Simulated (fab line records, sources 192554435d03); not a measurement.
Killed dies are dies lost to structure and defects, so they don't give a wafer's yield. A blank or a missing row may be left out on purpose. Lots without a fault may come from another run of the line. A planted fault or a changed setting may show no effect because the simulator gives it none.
Split-lot experiment | flow n5_finfet | 7 lots, 39 wafers read, on a route of 1938 steps

THE SPLIT
At N5_HKMG_FIN_ETCH_35 (etches SOC in N2/H2, target depth 215.8 nm, time 243.4 s), the setting time_s was moved away from the recipe's 243.4 s on 15 of the 39 wafers read, by -11.1% to +19.0%. The other wafers ran this setting at the recipe's value.

The reading is taken at the split's own step.

THE READING
etch.depth_nm (the simulator's own value, which no gauge read), in nm, at N5_HKMG_FIN_ETCH_35 (etches SOC in N2/H2, target depth 215.8 nm, time 243.4 s). The file gives no usual value for it. The 24 wafers here that ran the recipe average 214.2 nm, standard deviation 1.3 nm.

wafer  | tool, chamber at the split | time_s as run, s | against the recipe | etch.depth_nm, nm | against lot-mates on the recipe
L074.2 | rie_diel-04, 0             | 243.4            | recipe             | 214.2             | -
L074.4 | rie_diel-04, 2             | 243.4            | recipe             | 213.5             | -
L074.6 | rie_diel-04, 3             | 243.4            | recipe             | 213.3             | -
L079.1 | rie_diel-04, 0             | 289.7            | +19.0%             | 254.9             | +41.2
L079.2 | rie_diel-04, 2             | 243.4            | recipe             | 213.1             | -
L079.3 | rie_diel-04, 1             | 289.7            | +19.0%             | 262.5             | +48.8
L079.4 | rie_diel-04, 3             | 289.7            | +19.0%             | 255.2             | +41.5
L079.5 | rie_diel-04, 0             | 243.4            | recipe             | 212.9             | -
L079.6 | rie_diel-04, 3             | 243.4            | recipe             | 215.2             | -
L083.1 | rie_diel-04, 3             | 243.4            | recipe             | 214               | -
L083.2 | rie_diel-04, 1             | 243.4            | recipe             | 216.3             | -
L083.3 | rie_diel-04, 2             | 243.4            | recipe             | 214.2             | -
L083.4 | rie_diel-04, 0             | 243.4            | recipe             | 214.1             | -
L083.5 | rie_diel-04, 2             | 243.4            | recipe             | 214.8             | -
L083.6 | rie_diel-04, 1             | 243.4            | recipe             | 216.9             | -
L085.1 | rie_diel-01, 3             | 243.4            | recipe             | 214.4             | -
L085.2 | rie_diel-01, 2             | 225.9            | -7.2%              | 195.8             | -18.6
L085.3 | rie_diel-01, 0             | 243.4            | recipe             | 213.9             | -
L085.4 | rie_diel-01, 1             | 243.4            | recipe             | 214.8             | -
L085.5 | rie_diel-01, 3             | 225.9            | -7.2%              | 197.8             | -16.6
L085.6 | rie_diel-01, 2             | 225.9            | -7.2%              | 194.3             | -20.1
L087.1 | rie_diel-01, 1             | 285              | +17.1%             | 254.2             | +40.1
L087.2 | rie_diel-01, 0             | 285              | +17.1%             | 250.8             | +36.7
L087.3 | rie_diel-01, 2             | 285              | +17.1%             | 248.4             | +34.3
L087.4 | rie_diel-01, 3             | 243.4            | recipe             | 214.3             | -
L087.5 | rie_diel-01, 1             | 243.4            | recipe             | 214.2             | -
L087.6 | rie_diel-01, 0             | 243.4            | recipe             | 213.9             | -
L088.1 | rie_diel-05, 3             | 243.4            | recipe             | 215.2             | -
L088.2 | rie_diel-05, 2             | 243.4            | recipe             | 214               | -
L088.3 | rie_diel-05, 0             | 216.3            | -11.1%             | 185.7             | -27.3
L088.4 | rie_diel-05, 1             | 243.4            | recipe             | 209.8             | -
L088.5 | rie_diel-05, 1             | 216.3            | -11.1%             | 188.2             | -24.8
L088.6 | rie_diel-05, 0             | 216.3            | -11.1%             | 188.5             | -24.5
L094.1 | rie_diel-05, 2             | 283.6            | +16.5%             | 246.7             | +32.4
L094.2 | rie_diel-05, 3             | 243.4            | recipe             | 214               | -
L094.3 | rie_diel-05, 0             | 283.6            | +16.5%             | 245.1             | +30.8
L094.4 | rie_diel-05, 1             | 243.4            | recipe             | 214.1             | -
L094.5 | rie_diel-05, 0             | 283.6            | +16.5%             | 245               | +30.7
L094.6 | rie_diel-05, 1             | 243.4            | recipe             | 214.8             | -

THE FIT
A straight line over all 39 wafers: etch.depth_nm changes by +2.2 nm for each +1% of time_s; r = +0.99; the points scatter about the line by 2.3 nm.
The same after taking each lot's own level away (the mean of its wafers on the recipe; 39 wafers): +2.19 nm for each +1%; r = +0.99; scatter 2.3 nm.
On that fit, the largest move of time_s shifts the reading by 42 nm.
The lots' own levels span 213.00 to 215.05 nm, that is 1.6 times the standard deviation above.
So the lot-to-lot level changes the slope little: the two slopes agree.
Check: with one of the wafers moved furthest among these (+19.0%) left out of the fit, the line predicts +41.2 nm for it against its lot-mates. It came out at +41.2 nm against them.

OTHER SPLITS ON THESE WAFERS
These wafers also went through other splits before the reading. Each is held against what the fit with the lots' levels taken away leaves over:
other split on the same wafers       | wafers away from the commonest value | r with etch.depth_nm (lot level and that fit taken away)
N5_FIN_SAQP_HM_DEP_03 target_thk_a   | 15                                   | -0.22
N5_DUMMY_GATE_ETCH_31 target_depth_a | 9                                    | -0.14
N5_SD_EPI_N_SD_RECESS_17 time_s      | 15                                   | -0.19

THE WHOLE CHAIN: every reading that the file lists as answering this split, in the file's order
step                | what it does                                             | reading                                                                         | change (the file's fit)              | r (the file's)
N5_HKMG_FIN_ETCH_35 | etches SOC in N2/H2, target depth 215.8 nm, time 243.4 s | SOC_of_HKMG_FIN_COAT_29.thk_nm (the simulator's own value, which no gauge read) | -2.16 nm for each +1% of the setting | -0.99
N5_HKMG_FIN_ETCH_35 | etches SOC in N2/H2, target depth 215.8 nm, time 243.4 s | HKMG_FIN.feature_depth_nm (the simulator's own value, which no gauge read)      | +2.18 nm for each +1% of the setting | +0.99
N5_HKMG_FIN_ETCH_35 | etches SOC in N2/H2, target depth 215.8 nm, time 243.4 s | etch.depth_nm (the simulator's own value, which no gauge read)                  | +2.18 nm for each +1% of the setting | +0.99

THE FILE'S OWN FIT
etch.depth_nm changes by +2.18 nm for each +1% of time_s, r = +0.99.
